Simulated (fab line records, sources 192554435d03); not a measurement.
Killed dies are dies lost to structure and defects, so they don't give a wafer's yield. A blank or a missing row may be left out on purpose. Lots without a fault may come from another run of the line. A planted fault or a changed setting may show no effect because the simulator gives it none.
Split-lot experiment | flow n5_finfet | 7 lots, 21 wafers read, on a route of 1938 steps

THE SPLIT
At N5_ZERO_LAYER_EXPOSE_08 (exposes mask ZERO, defocus 0 nm, target cd 2000 nm), the setting dose_mj was moved away from the recipe's 16.2 on 6 of the 21 wafers read, by -5.6% to +7.3%. The other wafers ran this setting at the recipe's value.

FROM THE SPLIT TO THE READING: what the file shows between them, 3 steps
- N5_ZERO_LAYER_PEB_09
- N5_ZERO_LAYER_DEVELOP_10: develop time 60 s
- N5_ZERO_LAYER_HARDBAKE_23: time 120 s

THE READING
cd_nm, in nm, at N5_ZERO_LAYER_CD_MEAS_11 (target cd 2000 nm). Fault-free wafers of this fab line usually give 1999.4 nm, standard deviation 2.7 nm.

wafer  | tool, chamber at the split | dose_mj as run | against the recipe | cd_nm, nm | against lot-mates on the recipe
L079.3 | krf_scanner-02, 0          | 16.2           | recipe             | 2002.0    | -
L079.4 | krf_scanner-02, 0          | 17.38          | +7.3%              | 2012.6    | +10.6
L079.6 | krf_scanner-02, 0          | 17.38          | +7.3%              | 2013.2    | +11.2
L081.1 | krf_scanner-02, 0          | 16.2           | recipe             | 1996.8    | -
L081.2 | krf_scanner-02, 0          | 16.2           | recipe             | 2000.7    | -
L081.4 | krf_scanner-02, 0          | 16.2           | recipe             | 1997.6    | -
L088.1 | krf_scanner-01, 0          | 16.2           | recipe             | 1998.6    | -
L088.3 | krf_scanner-01, 0          | 17.34          | +7.0%              | 2015.6    | +17.0
L088.4 | krf_scanner-01, 0          | 17.34          | +7.0%              | 2012.6    | +14.0
L091.2 | krf_scanner-01, 0          | 16.2           | recipe             | 2002.3    | -
L091.3 | krf_scanner-01, 0          | 15.29          | -5.6%              | 1990.6    | -10.9
L091.5 | krf_scanner-01, 0          | 16.2           | recipe             | 2000.7    | -
L094.3 | krf_scanner-01, 0          | 17.03          | +5.1%              | 2003.7    | +6.2
L094.4 | krf_scanner-01, 0          | 16.2           | recipe             | 1998.2    | -
L094.6 | krf_scanner-01, 0          | 16.2           | recipe             | 1996.8    | -
L095.2 | krf_scanner-01, 0          | 16.2           | recipe             | 1998.4    | -
L095.3 | krf_scanner-01, 0          | 16.2           | recipe             | 1998.5    | -
L095.6 | krf_scanner-01, 0          | 16.2           | recipe             | 1999.8    | -
L096.3 | krf_scanner-01, 0          | 16.2           | recipe             | 1998.6    | -
L096.4 | krf_scanner-01, 0          | 16.2           | recipe             | 1999.9    | -
L096.6 | krf_scanner-01, 0          | 16.2           | recipe             | 1998.6    | -

THE FIT
A straight line over all 21 wafers: cd_nm changes by +1.82 nm for each +1% of dose_mj; r = +0.95; the points scatter about the line by 2 nm.
The same after taking each lot's own level away (the mean of its wafers on the recipe; 21 wafers): +1.8 nm for each +1%; r = +0.97; scatter 1.7 nm.
On that fit, the largest move of dose_mj shifts the reading by 13 nm.
The lots' own levels span 1997.50 to 2002.00 nm, that is 1.7 times the standard deviation above.
So the lot-to-lot level changes the slope little: the two slopes agree.
Check: with one of the wafers moved furthest among these (+7.3%) left out of the fit, the line predicts +13.6 nm for it against its lot-mates. It came out at +10.6 nm against them.

OTHER SPLITS ON THESE WAFERS
These wafers also went through other splits before the reading. Each is held against what the fit with the lots' levels taken away leaves over:
other split on the same wafers | wafers away from the commonest value | r with cd_nm (lot level and that fit taken away)
N5_ZERO_LAYER_PECVD_02 time_s  | 7                                    | +0.17

THE WHOLE CHAIN: every reading that the file lists as answering this split, in the file's order
step                     | what it does                                        | reading                                                           | change (the file's fit)              | r (the file's)
N5_ZERO_LAYER_CD_MEAS_11 | target cd 2000 nm                                   | cd_nm                                                             | +1.75 nm for each +1% of the setting | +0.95
N5_ZERO_LAYER_DESCUM_16  | chemistry O2, time 7.9 s                            | ZERO_LAYER.cd_nm (the simulator's own value, which no gauge read) | +1.75 nm for each +1% of the setting | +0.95
N5_ZERO_LAYER_ETCH_17    | etches SiO2 in CF4, target depth 12 nm, time 13.3 s | ZERO_LAYER.cd_nm (the simulator's own value, which no gauge read) | +1.73 nm for each +1% of the setting | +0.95

THE FILE'S OWN FIT
cd_nm changes by +1.75 nm for each +1% of dose_mj, r = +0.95.
